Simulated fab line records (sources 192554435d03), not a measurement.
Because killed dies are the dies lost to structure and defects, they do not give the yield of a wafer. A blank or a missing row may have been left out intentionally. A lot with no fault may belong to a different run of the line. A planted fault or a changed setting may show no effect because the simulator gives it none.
fab line records ; flow n5_finfet
[record] lots = 9; wafers = 27; last_day = 16
route steps=1938 shown DUMMY_GATE@241 SD_EPI_N@268 BEOL_M4@1111 PASSIVATION@1936
lots that met no fault: from a run of the same line without faults
start_h: start of the lot's first displayed wafer, in hours after the record's first day ; wait_h: hours elapsed since this lot's preceding step ; " unchanged from the row above ; L1.1+2: several wafers, shown together as one row ; - no value, or no start given ; * or withheld: withheld ; < > ~ a bound
route shown NAME@n: NAME is a module with steps in the file, n the number in the route of the first one ; usual: mean/standard deviation of fault-free wafers ; same: alike in all rows ; chamber/n: place in a boat ; sites: per-site readings ; _std_site: how widely they spread, as a standard deviation ; _edge_site: mean of outer sites minus mean of inner sites ; radius_mm: for every site, how far away it sits from the centre of the wafer ; mask NAME#n: copy n ; behind: the most recent tool/chamber to have shaped the wafer ; hold: why the lot went on hold/how many hours it stayed there/how the hold came to an end ; device: transistor that didn't switch, given as n, p or np ; end of line: tests of these same wafers at the route's end ; a step given without rows: its recipe and nothing more ; killed: not the wafer's yield, but the dies lost to structure and defects at the first sort ; map: a wafer's dies, marking killed ones x, the rest . and places with no die _
set.NAME: setting as actually run; set.NAME@STEP: the setting as run at that earlier step ; model.NAME: the simulator's own value behind a step, which no gauge read
steps of the route over a sample of lots; a table a step, a row a wafer
services: a tool's chamber out of use, with start hour (start_h, from the record's first day; less than 0 if before it), hours out, and reason
[[steps]]
[step N5_DUMMY_GATE_STRIP_40]
[recipe] chemistry = CF4; resist = SiARC; power_w = 300; bias_power_w = 75; pressure_mtorr = 50; cf4_flow_sccm = 150; rf_frequency_hz = 6e+07
[usual] drypump_motor_current_A = 5.7/0.55; oes_product_au = 0.74/0.059; rf_vpp_V = 271.5/1.4; showerhead_plenum_p_Torr = 1.81/0.048; throttle_valve_pct = 13.66/0.25
lot.wafer;tool;chamber;start_h;wait_h;drypump_motor_current_A;oes_product_au;rf_hours_counter_h;rf_vpp_V;showerhead_plenum_p_Torr;throttle_valve_pct
L806.1;rie_diel-03;1;87.28;0.2;5.4;0.74;145;271.3;1.81;13.89
L806.4;rie_diel-03;3;87.28;0.2;4.8;0.76;140;272.3;1.85;13.46
L806.5;rie_diel-03;0;87.28;0.2;6.0;0.68;-;270.6;1.76;14.05
L807.1;rie_diel-03;1;94.00;0.2;5.3;0.74;147;271.9;1.81;13.89
L807.2;rie_diel-03;2;94.00;0.2;6.0;0.69;238;272.1;1.83;13.93
L807.6;rie_diel-03;1;94.00;0.2;5.3;0.74;-;270.6;1.81;13.89
L808.1;rie_diel-02;3;95.37;0.1;6.2;0.69;203;272.3;1.86;13.61
L808.3;rie_diel-02;2;95.37;0.1;5.9;0.72;213;270.0;1.70;13.50
L808.4;rie_diel-02;0;95.37;0.1;5.2;0.71;202;271.1;1.85;13.68
L809.3;rie_diel-03;2;101.90;0.1;6.0;0.69;240;271.3;1.83;13.93
L809.5;rie_diel-03;2;101.90;0.1;6.0;0.69;-;273.0;1.83;13.95
L809.6;rie_diel-03;3;101.90;0.1;4.8;0.75;-;272.0;1.84;13.49
L810.1;rie_diel-03;1;110.35;0.1;5.3;0.74;152;272.0;1.81;13.91
L810.2;rie_diel-03;2;110.35;0.1;6.0;0.68;243;271.0;1.83;13.93
L810.5;rie_diel-03;3;110.35;0.1;4.8;0.75;-;273.2;1.84;13.46
L811.2;rie_diel-02;2;114.98;0.1;5.9;0.71;219;267.7;1.70;13.51
L811.4;rie_diel-02;3;114.98;0.1;6.2;0.69;210;271.6;1.85;13.64
L811.6;rie_diel-02;2;114.98;0.1;5.9;0.71;-;270.6;1.70;13.52
L813.2;rie_diel-05;2;130.62;0.1;6.6;0.76;140;271.8;1.79;13.47
L813.4;rie_diel-05;2;130.62;0.1;6.6;0.76;-;270.6;1.79;13.51
L813.6;rie_diel-05;2;130.62;0.1;6.6;0.76;-;271.9;1.79;13.48
L815.1;rie_diel-03;3;140.38;0.1;4.8;0.74;158;271.1;1.84;13.51
L815.3;rie_diel-03;1;140.38;0.1;5.3;0.73;162;271.3;1.80;13.93
L815.6;rie_diel-03;2;140.38;0.1;5.9;0.69;-;273.6;1.83;13.97
L818.2;rie_diel-02;2;155.40;0.2;5.9;0.70;232;266.4;1.69;13.56
L818.3;rie_diel-02;3;155.40;0.2;6.2;0.69;222;272.0;1.85;13.66
L818.5;rie_diel-02;0;155.40;0.2;5.2;0.71;-;271.5;1.85;13.74
[step N5_DUMMY_GATE_ETCH_31]
[recipe] chemistry = C4F6/O2; target = SiO2; mask_material = SOC; target_depth_a = 825; time_s = 27.5; ion_energy_ev = 250; pressure_mtorr = 30; source_w = 345; bias_w = 185; Ar_flow_sccm = 300; C4F6_flow_sccm = 10; O2_flow_sccm = 10
[usual] C4F6_flow_sccm = 9.997/0.029; drypump_motor_current_A = 5.8/0.55; oes_product_au = 0.77/0.084; rf_vpp_V = 673/9; showerhead_plenum_p_Torr = 2.89/0.077; throttle_valve_pct = 21.26/0.27
lot.wafer;tool;chamber;start_h;wait_h;C4F6_flow_sccm;drypump_motor_current_A;oes_product_au;rf_hours_counter_h;rf_vpp_V;showerhead_plenum_p_Torr;throttle_valve_pct
L806.1;rie_diel-02;2;87.38;0.0;9.996;5.9;0.72;211;656;2.75;21.22
L806.4;rie_diel-02;3;87.38;0.0;9.954;6.3;0.70;200;671;2.94;21.06
L806.5;rie_diel-02;0;87.38;0.0;10.020;5.2;0.72;-;673;2.94;21.12
L807.1;rie_diel-02;3;94.10;0.0;9.983;6.2;0.70;202;670;2.94;21.07
L807.2;rie_diel-02;1;94.10;0.0;10.008;6.3;0.85;38;677;2.90;20.73
L807.6;rie_diel-02;2;94.10;0.0;9.977;5.9;0.71;-;656;2.75;21.22
L808.1;rie_diel-02;0;95.47;0.0;10.047;5.2;0.72;202;674;2.94;21.14
L808.3;rie_diel-02;1;95.47;0.0;9.992;6.3;0.85;39;674;2.90;20.71
L808.4;rie_diel-02;2;95.47;0.0;10.016;5.9;0.71;213;656;2.75;21.21
L809.3;rie_diel-05;0;102.03;0.1;10.014;6.5;0.78;129;680;2.79;21.02
L809.5;rie_diel-05;1;102.03;0.1;9.970;5.3;0.70;-;694;2.93;21.29
L809.6;rie_diel-05;2;102.03;0.1;9.992;6.7;0.77;-;668;2.84;21.04
L810.1;rie_diel-05;2;110.44;0.0;10.031;6.6;0.77;134;667;2.84;21.03
L810.2;rie_diel-05;0;110.44;0.0;9.994;6.6;0.78;132;680;2.79;21.02
L810.5;rie_diel-05;1;110.44;0.0;9.971;5.3;0.71;-;694;2.93;21.29
L811.2;rie_diel-05;0;115.08;0.0;10.077;6.6;0.77;134;681;2.79;21.02
L811.4;rie_diel-05;3;115.08;0.0;9.959;5.9;0.72;154;672;2.96;21.47
L811.6;rie_diel-05;2;115.08;0.0;9.964;6.6;0.76;-;668;2.84;21.01
L813.2;rie_diel-02;0;130.76;0.1;9.957;5.2;0.71;213;673;2.93;21.14
L813.4;rie_diel-02;2;130.76;0.1;9.969;5.9;0.69;224;656;2.74;21.24
L813.6;rie_diel-02;3;130.76;0.1;10.026;6.2;0.69;-;670;2.93;21.09
L815.1;rie_diel-03;2;140.48;0.0;10.015;5.9;0.67;253;667;2.95;21.70
L815.3;rie_diel-03;1;140.48;0.0;10.011;5.3;0.76;162;670;2.85;21.58
L815.6;rie_diel-03;3;140.48;0.0;10.026;4.8;0.73;-;683;3.01;21.46
L818.2;rie_diel-03;1;155.49;0.0;10.007;5.3;0.77;169;670;2.84;21.59
L818.3;rie_diel-03;3;155.49;0.0;9.942;4.8;0.73;165;682;3.01;21.47
L818.5;rie_diel-03;0;155.49;0.0;10.002;5.9;1.02;-;664;2.81;21.27
[step N5_DUMMY_GATE_INSPECT_27]
[recipe] inspect_instrument = brightfield; mode = aei
[usual] raw_defect_count = 284/67
lot.wafer;tool;chamber;start_h;wait_h;raw_defect_count
L806.1;defect_inspect-02;-;88.34;0.0;442
L806.4;defect_inspect-02;-;88.34;0.0;317
L806.5;defect_inspect-02;-;88.34;0.0;295
L807.1;defect_inspect-01;-;94.82;0.0;277
L807.2;defect_inspect-01;-;94.82;0.0;267
L807.6;defect_inspect-01;-;94.82;0.0;274
L808.1;defect_inspect-01;-;96.20;0.0;247
L808.3;defect_inspect-01;-;96.20;0.0;316
L808.4;defect_inspect-01;-;96.20;0.0;332
L809.3;defect_inspect-01;-;102.87;0.0;243
L809.5;defect_inspect-01;-;102.87;0.0;188
L809.6;defect_inspect-01;-;102.87;0.0;157
L810.1;defect_inspect-02;-;111.38;0.0;272
L810.2;defect_inspect-02;-;111.38;0.0;256
L810.5;defect_inspect-02;-;111.38;0.0;289
L811.2;defect_inspect-01;-;115.81;0.0;340
L811.4;defect_inspect-01;-;115.81;0.0;382
L811.6;defect_inspect-01;-;115.81;0.0;466
L813.2;defect_inspect-01;-;131.49;0.0;333
L813.4;defect_inspect-01;-;131.49;0.0;276
L813.6;defect_inspect-01;-;131.49;0.0;278
L815.1;defect_inspect-02;-;141.21;0.0;285
L815.3;defect_inspect-02;-;141.21;0.0;255
L815.6;defect_inspect-02;-;141.21;0.0;219
L818.2;defect_inspect-01;-;156.22;0.0;245
L818.3;defect_inspect-01;-;156.22;0.0;317
L818.5;defect_inspect-01;-;156.22;0.0;218
[step N5_SD_EPI_N_PEB_07]
[recipe] peb_temp_c = 110; peb_time_s = 60; resist = CAR-ArF-block
[usual] heater_power_total_W = 175.5/1.6; plate_temp_C = 110.01/0.12
lot.wafer;tool;chamber;start_h;wait_h;heater_power_total_W;plate_temp_C
L806.1;litho_track-01;0;89.27;0.1;174.2;110.04
L806.4;litho_track-01;0;89.27;0.1;176.9;109.95
L806.5;litho_track-01;0;89.27;0.1;175.6;110.16
L807.1;litho_track-01;0;97.02;0.1;174.1;110.04
L807.2;litho_track-01;0;97.02;0.1;175.7;110.04
L807.6;litho_track-01;0;97.02;0.1;175.7;109.89
L808.1;litho_track-04;0;97.06;0.1;177.3;109.88
L808.3;litho_track-04;0;97.06;0.1;177.6;110.00
L808.4;litho_track-04;0;97.06;0.1;176.8;109.91
L809.3;litho_track-04;0;103.80;0.0;174.2;110.08
L809.5;litho_track-04;0;103.80;0.0;177.6;109.98
L809.6;litho_track-04;0;103.80;0.0;174.7;110.14
L810.1;litho_track-04;0;112.19;0.1;176.1;110.09
L810.2;litho_track-04;0;112.19;0.1;174.4;109.93
L810.5;litho_track-04;0;112.19;0.1;177.3;110.06
L811.2;litho_track-04;0;116.95;0.0;173.3;109.98
L811.4;litho_track-04;0;116.95;0.0;173.0;110.10
L811.6;litho_track-04;0;116.95;0.0;175.1;110.10
L813.2;litho_track-03;0;132.30;0.0;177.6;109.92
L813.4;litho_track-03;0;132.30;0.0;175.5;110.16
L813.6;litho_track-03;0;132.30;0.0;174.1;110.06
L815.1;litho_track-04;0;142.15;0.1;166.6;106.33
L815.3;litho_track-04;0;142.15;0.1;169.3;106.24
L815.6;litho_track-04;0;142.15;0.1;167.8;106.54
L818.2;litho_track-04;0;157.16;0.0;166.7;106.43
L818.3;litho_track-04;0;157.16;0.0;168.6;106.35
L818.5;litho_track-04;0;157.16;0.0;169.3;106.38
[step N5_SD_EPI_N_CD_MEAS_09]
[recipe] target_cd_nm = 120; landing_energy_ev = 500; detector = se_inlens
[usual] cd_nm = 120.0/1.2
lot.wafer;tool;chamber;start_h;wait_h;cd_nm
L806.1;cd_sem-02;0;89.34;-;117.5
L806.4;cd_sem-02;0;89.34;-;118.6
L806.5;cd_sem-02;0;89.34;-;119.1
L807.1;cd_sem-01;0;97.09;-;119.4
L807.2;cd_sem-01;0;97.09;-;118.3
L807.6;cd_sem-01;0;97.09;-;118.9
L808.1;cd_sem-03;0;97.13;-;120.8
L808.3;cd_sem-03;0;97.13;-;121.2
L808.4;cd_sem-03;0;97.13;-;119.6
L809.3;cd_sem-02;0;103.87;-;119.9
L809.5;cd_sem-02;0;103.87;-;119.4
L809.6;cd_sem-02;0;103.87;-;121.3
L810.1;cd_sem-01;0;112.26;-;120.9
L810.2;cd_sem-01;0;112.26;-;122.0
L810.5;cd_sem-01;0;112.26;-;122.3
L811.2;cd_sem-02;0;117.02;-;119.7
L811.4;cd_sem-02;0;117.02;-;121.6
L811.6;cd_sem-02;0;117.02;-;121.4
L813.2;cd_sem-01;0;132.37;-;120.4
L813.4;cd_sem-01;0;132.37;-;120.6
L813.6;cd_sem-01;0;132.37;-;120.6
L815.1;cd_sem-03;0;142.21;-;109.8
L815.3;cd_sem-03;0;142.21;-;110.2
L815.6;cd_sem-03;0;142.21;-;108.5
L818.2;cd_sem-02;0;157.23;-;110.1
L818.3;cd_sem-02;0;157.23;-;110.0
L818.5;cd_sem-02;0;157.23;-;109.3
[step N5_BEOL_M4_RC_MEAS_101]
[usual] DIBL_N = 36.4/2.7; DIBL_P = 36/3.2; IOFF_N = 0.16/0.046; IOFF_P = 0.21/0.055; ION_N = 677/15; ION_P = 464/11; SS_N = 71.5/0.79; SS_P = 73.3/0.93; VT_N = 250/4.1; VT_P = -251/4.4
lot.wafer;tool;chamber;start_h;wait_h;DIBL_N[mV/V];DIBL_P[mV/V];IOFF_N[nA/um];IOFF_P[nA/um];ION_N[uA/um];ION_P[uA/um];SS_N[mV/dec];SS_P[mV/dec];VT_N[mV];VT_P[mV]
L806.1;prober-02;0;226.22;0.0;31.4;30;0.10;0.14;677;464;70.5;72.7;257;-254
L806.4;prober-02;0;226.22;0.0;31.9;31;0.11;0.14;659;458;70.4;72.8;256;-254
L806.5;prober-02;0;226.22;0.0;34.2;34;0.12;0.17;652;451;71.1;73.1;257;-257
L808.1;prober-02;0;230.80;0.0;38.0;36;0.17;0.23;672;461;72.2;73.8;249;-250
L808.3;prober-02;0;230.80;0.0;36.2;36;0.13;0.22;671;461;71.8;72.7;255;-250
L808.4;prober-02;0;230.80;0.0;37.5;36;0.17;0.21;683;460;72.0;73.7;249;-252
L807.1;prober-01;0;232.56;0.0;32.3;32;0.10;0.15;669;465;70.9;71.4;255;-253
L807.2;prober-01;0;232.56;0.0;36.5;38;0.17;0.23;687;472;71.7;72.6;248;-250
L807.6;prober-01;0;232.56;0.0;33.2;33;0.11;0.16;665;458;70.6;71.4;251;-252
L809.3;prober-01;0;235.90;0.3;37.4;37;0.14;0.21;667;468;71.6;73.1;254;-250
L809.5;prober-01;0;235.90;0.3;38.3;37;0.16;0.23;686;472;71.9;73.2;251;-249
L809.6;prober-01;0;235.90;0.3;39.2;40;0.18;0.28;690;473;71.7;74.1;247;-247
L810.1;prober-02;0;238.22;0.0;36.4;37;0.16;0.22;677;468;71.0;74.2;247;-248
L810.2;prober-02;0;238.22;0.0;37.7;38;0.19;0.23;709;480;71.3;73.8;243;-249
L810.5;prober-02;0;238.22;0.0;36.7;36;0.15;0.19;672;457;71.5;73.1;251;-252
L811.2;prober-01;0;251.34;0.2;36.4;37;0.17;0.26;683;470;71.5;73.6;248;-245
L811.4;prober-01;0;251.34;0.2;35.7;35;0.15;0.22;678;470;71.1;72.9;249;-248
L811.6;prober-01;0;251.34;0.2;35.9;37;0.18;0.26;695;484;71.2;72.8;246;-249
L813.2;prober-01;0;263.50;0.2;34.6;35;0.13;0.16;667;461;71.4;72.8;254;-254
L813.4;prober-01;0;263.50;0.2;39.2;41;0.20;0.24;671;459;72.4;74.0;251;-249
L813.6;prober-01;0;263.50;0.2;42.8;45;0.29;0.35;698;474;73.4;75.4;245;-246
L815.1;prober-01;0;275.16;0.0;34.2;34;0.13;0.17;651;447;71.6;73.1;251;-252
L815.3;prober-01;0;275.16;0.0;35.1;34;0.13;0.17;663;452;70.4;72.6;252;-252
L815.6;prober-01;0;275.16;0.0;39.3;39;0.24;0.25;680;458;72.6;73.8;247;-247
L818.2;prober-02;0;286.74;0.2;34.7;35;0.13;0.14;667;445;71.0;72.4;255;-255
L818.3;prober-02;0;286.74;0.2;37.8;41;0.18;0.22;671;450;72.3;73.9;251;-253
L818.5;prober-02;0;286.74;0.2;34.3;36;0.12;0.16;658;445;71.2;72.7;254;-258
[step N5_PASSIVATION_PROBE_49]
[usual] defect_limited_yield = 91.1/1.4; killed_at_M0_to_M3 = 34/9.7; killed_at_M4_up = 13/5.1; killed_at_contacts = 14/6.3; killed_at_front_end = 40/11; killed_at_other = 3.5/2.7; killed_dies = 105/16; killed_on_rim = 13/4.1; killed_open = 70/12; killed_short = 34/7.8; sort_bin_4_leakage = 0.02/0.13; sort_bin_5_function = 5.2/0.88; sort_bin_6_memory = 3.3/0.7; sort_bin_8_speed = 0.1/0.62; sort_n_pass = 1074/17; sort_yield_pct = 91.0/1.5
[same] gross_dies = 1180; killed_at_back_side = 0
lot.wafer;tool;chamber;start_h;wait_h;defect_limited_yield[%];killed_at_M0_to_M3;killed_at_M4_up;killed_at_contacts;killed_at_front_end;killed_at_other;killed_dies;killed_on_rim;killed_open;killed_short;sort_bin_4_leakage[%];sort_bin_5_function[%];sort_bin_6_memory[%];sort_bin_8_speed[%];sort_n_pass;sort_yield_pct[%]
L808.1;prober-02;-;339.04;0.0;93.5;21;11;4;41;0;77;14;48;29;0;3.7;2.5;0;1103;93.5
L808.3;prober-02;-;339.14;0.1;93.1;22;9;4;42;4;81;7;48;33;0;4.1;2.5;0;1099;93.1
L808.4;prober-02;-;339.19;0.2;90.8;35;15;15;37;6;108;10;64;35;0;5.2;2.9;0;1072;90.8
L809.3;prober-01;-;355.55;0.1;90.4;26;10;16;50;11;113;18;69;39;0;5.2;4.1;0;1067;90.4
L809.5;prober-01;-;355.65;0.2;89.1;30;12;11;68;8;129;13;81;45;0;6.4;3.8;0.1;1051;89.1
L809.6;prober-01;-;355.70;0.3;91.1;22;18;21;41;3;105;9;62;39;0;5.1;3.2;0;1075;91.1
L813.2;prober-01;-;369.18;0.1;91.3;24;12;13;49;5;103;6;79;24;0;6.0;2.7;0;1077;91.3
L813.4;prober-01;-;369.28;0.2;89.8;34;14;19;48;5;120;15;72;48;0;6.8;3.3;0;1060;89.8
L813.6;prober-01;-;369.38;0.3;89.1;44;12;22;46;5;129;18;84;43;0.25;5.7;4.9;0;1048;88.8
L815.1;prober-02;-;377.88;0.0;88.6;56;16;10;49;4;135;25;92;38;0;6.3;4.7;0;1045;88.6
L815.3;prober-02;-;377.98;0.1;92.5;37;8;5;38;0;88;16;59;25;0;4.6;2.8;0;1092;92.5
L815.6;prober-02;-;378.13;0.3;90.6;46;10;4;44;7;111;11;77;34;0;5.3;4.1;0;1069;90.6
L818.3;prober-01;-;388.09;0.1;92.2;19;7;20;41;5;92;12;55;29;0;4.1;3.3;0;1088;92.2
// killed by level:class
L808.1 STI_FIN_REVEAL:geometric_particle:open=13 FIN_SAQP:geometric_particle:short=8 BEOL_M0_SAQP:geometric_particle:short=6 BEOL_M0_SAQP:geometric_particle:open=5 BEOL_M4:geometric_particle:open=5 FIN_SAQP:geometric_particle:open=4 BEOL_M1:geometric_particle:open=4 STARTING-WAFER:geometric_particle:short=3
L808.3 BEOL_M0_SAQP:geometric_particle:open=8 FIN_SAQP:geometric_particle:open=6 FIN_SAQP:geometric_particle:short=6 STI_FIN_REVEAL:geometric_particle:open=6 ILD0:geometric_particle:open=6 BEOL_M0_SAQP:geometric_particle:short=6 MOL_CONTACT_COAG:geometric_particle:open=4 BEOL_M4:geometric_particle:open=4
L808.4 MOL_CONTACT_COAG:geometric_particle:open=13 BEOL_M0_SAQP:geometric_particle:short=10 BEOL_M0_SAQP:geometric_particle:open=9 HKMG_FIN:area_etch=9 STI_FIN_REVEAL:geometric_particle:open=6 BEOL_M2:geometric_particle:open=6 FIN_SAQP:geometric_particle:open=4 BEOL_M3:geometric_particle:open=4
L809.3 MOL_CONTACT_COAG:geometric_particle:open=13 STI_FIN_REVEAL:geometric_particle:open=10 FIN_SAQP:geometric_particle:open=8 FIN_SAQP:geometric_particle:short=8 GATE_CUT:geometric_particle:short=7 STI_FIN_REVEAL:geometric_particle:short=6 BEOL_M2:geometric_particle:open=5 BEOL_M3:geometric_particle:open=5
L809.5 FIN_SAQP:geometric_particle:short=13 STI_FIN_REVEAL:geometric_particle:open=11 FIN_SAQP:geometric_particle:open=10 BEOL_M1:geometric_particle:open=9 MOL_CONTACT_COAG:geometric_particle:open=9 GATE_CUT:geometric_particle:short=8 ILD0:geometric_particle:open=7 ILD0:geometric_particle:short=4
L809.6 MOL_CONTACT_COAG:geometric_particle:open=15 FIN_SAQP:geometric_particle:short=9 STI_FIN_REVEAL:geometric_particle:open=8 MOL_CONTACT_COAG:geometric_particle:short=6 FIN_SAQP:geometric_particle:open=5 BEOL_M4:geometric_particle:open=5 BEOL_M0_SAQP:geometric_particle:short=4 STARTING-WAFER:geometric_particle:short=4
L813.2 FIN_SAQP:geometric_particle:open=14 MOL_CONTACT_COAG:geometric_particle:open=12 FIN_SAQP:geometric_particle:short=11 BEOL_M3:geometric_particle:open=10 GATE_CUT:geometric_particle:open=8 BEOL_M4:geometric_particle:open=6 STI_FIN_REVEAL:geometric_particle:open=5 GATE_CUT:geometric_particle:short=4
L813.4 MOL_CONTACT_COAG:geometric_particle:open=14 STI_FIN_REVEAL:geometric_particle:open=11 FIN_SAQP:geometric_particle:short=10 BEOL_M0_SAQP:geometric_particle:open=6 BEOL_M0:geometric_particle:open=6 BEOL_M4:geometric_particle:open=6 ILD0:geometric_particle:short=5 GATE_CUT:geometric_particle:open=5
L813.6 MOL_CONTACT_COAG:geometric_particle:open=19 BEOL_M0_SAQP:geometric_particle:short=15 BEOL_M0_SAQP:geometric_particle:open=14 STI_FIN_REVEAL:geometric_particle:open=10 FIN_SAQP:geometric_particle:short=7 BEOL_M4:geometric_particle:open=6 BEOL_M0:geometric_particle:open=5 FIN_SAQP:geometric_particle:open=4
L815.1 BEOL_M3:geometric_particle:open=22 STI_FIN_REVEAL:geometric_particle:open=16 BEOL_M0_SAQP:geometric_particle:short=11 MOL_CONTACT_COAG:geometric_particle:open=8 BEOL_M1:geometric_particle:open=8 BEOL_M0_SAQP:geometric_particle:open=7 BEOL_M4:geometric_particle:open=6 FIN_SAQP:geometric_particle:short=5
L815.3 BEOL_M0_SAQP:geometric_particle:open=11 BEOL_M3:geometric_particle:open=8 FIN_SAQP:geometric_particle:open=7 BEOL_M0_SAQP:geometric_particle:short=7 DUMMY_GATE:geometric_particle:open=5 STI_FIN_REVEAL:geometric_particle:open=5 FIN_SAQP:geometric_particle:short=4 MOL_CONTACT_COAG:geometric_particle:open=4
L815.6 FIN_SAQP:geometric_particle:open=17 BEOL_M0_SAQP:geometric_particle:short=13 BEOL_M3:geometric_particle:open=13 BEOL_M0_SAQP:geometric_particle:open=10 BEOL_M2:geometric_particle:open=5 PAD_METAL:geometric_particle:short=5 STARTING-WAFER:geometric_particle:open=5 FIN_SAQP:geometric_particle:short=4
L818.3 MOL_CONTACT_COAG:geometric_particle:open=17 FIN_SAQP:geometric_particle:short=9 STI_FIN_REVEAL:geometric_particle:open=7 BEOL_M0_SAQP:geometric_particle:short=6 DUMMY_GATE:geometric_particle:open=4 BEOL_M0:geometric_particle:open=4 SD_EPI_N:area_peb=4 MOL_CONTACT_COAG:geometric_particle:short=3
[[services]]
tool;chamber;start_h;hours;kind
rie_diel-02;0;83.16;3.2;repair
rie_diel-05;3;120.53;12.2;repair
rie_diel-05;0;130.14;5.3;repair
rie_diel-03;0;130.43;-;clean
rie_diel-03;0;130.43;-;consumable_replace:focus_ring
rie_diel-03;0;130.43;18.5;scheduled_down
rie_diel-03;0;130.43;18.5;vent_cycle
litho_track-03;-;139.23;-;consumable_replace:filter
litho_track-01;-;143.14;-;consumable_replace:filter
rie_diel-02;-;145.77;0.3;repair
rie_diel-03;2;149.60;-;clean
rie_diel-03;2;149.60;-;consumable_replace:focus_ring
rie_diel-03;2;149.60;19.4;scheduled_down
rie_diel-03;2;149.60;19.4;vent_cycle
[[key]]
[first_sign] step = N5_SD_EPI_N_PEB_07; reading = plate_temp_C; direction = down; sigmas = 31; usual = *; struck = *
[effect] step = N5_SD_EPI_N_PEB_07; reading = heater_power_total_W; direction = down; sigmas = 4.8; usual = *; struck = *
[effect] step = N5_SD_EPI_N_CD_MEAS_09; reading = cd_nm; direction = down; sigmas = 8.8; usual = 120.0; struck = 109.6
met_at N5_SD_EPI_N_PEB_07
struck_lots L815,L818
not_acting_at N5_DUMMY_GATE_STRIP_40,N5_DUMMY_GATE_ETCH_31,N5_DUMMY_GATE_INSPECT_27
onset_between 116.95 142.15
[fault] kind = process_parameter_drift; tool = litho_track-04; chamber = -; onset_h = 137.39; steps = N5_SD_EPI_N_PEB_07; channel = peb_temp_c; offset = *; shape = step; end_h = 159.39; acts_in = *; stated = *
